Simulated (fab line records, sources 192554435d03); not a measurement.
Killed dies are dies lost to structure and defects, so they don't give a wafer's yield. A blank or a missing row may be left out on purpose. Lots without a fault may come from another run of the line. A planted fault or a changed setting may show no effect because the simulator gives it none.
One fault seen from 3 desks | flow n5_finfet | each desk has only its own numbers; what lay behind them comes last

THE METROLOGY DESK
What the gauges read, lot by lot, whatever tool the lot ran on: means of the sampled wafers that have a number. A lot is out of limits, marked OUT, if its mean lies more than 4 standard deviations from the usual mean; the brackets give that distance. Of its 10 readings 7 are shown: those that lie furthest out on some lot.
Columns: A = DIBL_N at N5_BEOL_M4_RC_MEAS_101, usual 36.2 mV/V; B = IOFF_P at N5_BEOL_M4_RC_MEAS_101, usual 0.22 nA/um; C = ION_P at N5_BEOL_M4_RC_MEAS_101, usual 465 uA/um; D = SS_N at N5_BEOL_M4_RC_MEAS_101, usual 71.5 mV/dec; E = SS_P at N5_BEOL_M4_RC_MEAS_101, usual 73.2 mV/dec; F = VT_N at N5_BEOL_M4_RC_MEAS_101, usual 250 mV; G = VT_P at N5_BEOL_M4_RC_MEAS_101, usual -249 mV
lot  | first seen here | A    | B    | C   | D    | E    | F   | G
L468 | day 8 23:46     | 35.3 | 0.24 | 467 | 71.1 | 73.6 | 252 | -247
L472 | day 9 17:11     | 37.9 | 0.24 | 462 | 72.3 | 74.0 | 249 | -249
L475 | day 9 21:13     | 37.1 | 0.25 | 463 | 71.7 | 73.5 | 247 | -245
L477 | day 10 10:59    | 38.6 | 0.22 | 465 | 71.8 | 74.1 | 248 | -249
L478 | day 11 05:33    | 35.2 | 0.25 | 474 | 71.2 | 72.7 | 250 | -245
L480 | day 11 15:52    | 36.2 | 0.22 | 467 | 71.4 | 73.3 | 251 | -248
L481 | day 11 22:15    | 38.3 | 0.25 | 470 | 71.6 | 73.9 | 245 | -246
L484 | day 12 08:17    | 38.2 | 0.24 | 467 | 71.7 | 73.7 | 247 | -248
L490 | day 14 02:49    | 35.4 | 0.17 | 453 | 71.3 | 72.8 | 255 | -255
This desk's finding: nothing out of limits on any of the 9 lots.

THE DEFECT DESK
What the inspections along the route counted, lot by lot: means of the sampled wafers that have a number. A lot is out of limits, marked OUT, if its mean lies more than 4 standard deviations from the usual mean; the brackets give that distance.
Columns: A = raw_defect_count at N5_DUMMY_REMOVAL_INSPECT_06, usual 12
lot  | first seen here | A
L468 | day 4 06:28     | 14
L472 | day 5 07:34     | 13
L475 | day 5 22:16     | 12
L477 | day 6 09:18     | 6
L478 | day 6 22:57     | 12
L480 | day 7 05:32     | 8
L481 | day 7 11:37     | 8
L484 | day 8 05:28     | 12
L490 | day 9 15:52     | 7
This desk's finding: nothing out of limits on any of the 9 lots.

THE TOOL OWNER'S DESK: ald_metal-02
The tool's own readings at N5_HKMG_FIN_ALD_79 (deposits TiN, target thk 1.5 nm, pulse time 1 s, purge time 3 s): means of the sampled wafers that have a number, for each lot that ran on this tool. A lot is out of limits, marked OUT, if its mean lies more than 4 standard deviations from the usual mean; the brackets give that distance.
Columns: A = heater_power_w at N5_HKMG_FIN_ALD_79, usual 853 W; B = precursor_pulse_height_rel at N5_HKMG_FIN_ALD_79, usual 1.000
lot  | first seen here | A   | B
L475 | day 6 01:10     | 909 | 0.994
L477 | day 6 11:57     | 944 | 0.990
L480 | day 7 08:10     | 893 | 1.005
L484 | day 8 08:28     | 822 | 0.997
This desk's finding: nothing out of limits on any of the 4 lots.

PUT TOGETHER
The metrology desk saw nothing out of limits.
The defect desk saw nothing out of limits.
The tool owner's desk saw nothing out of limits.

WHAT THE SIMULATOR HAD PUT IN
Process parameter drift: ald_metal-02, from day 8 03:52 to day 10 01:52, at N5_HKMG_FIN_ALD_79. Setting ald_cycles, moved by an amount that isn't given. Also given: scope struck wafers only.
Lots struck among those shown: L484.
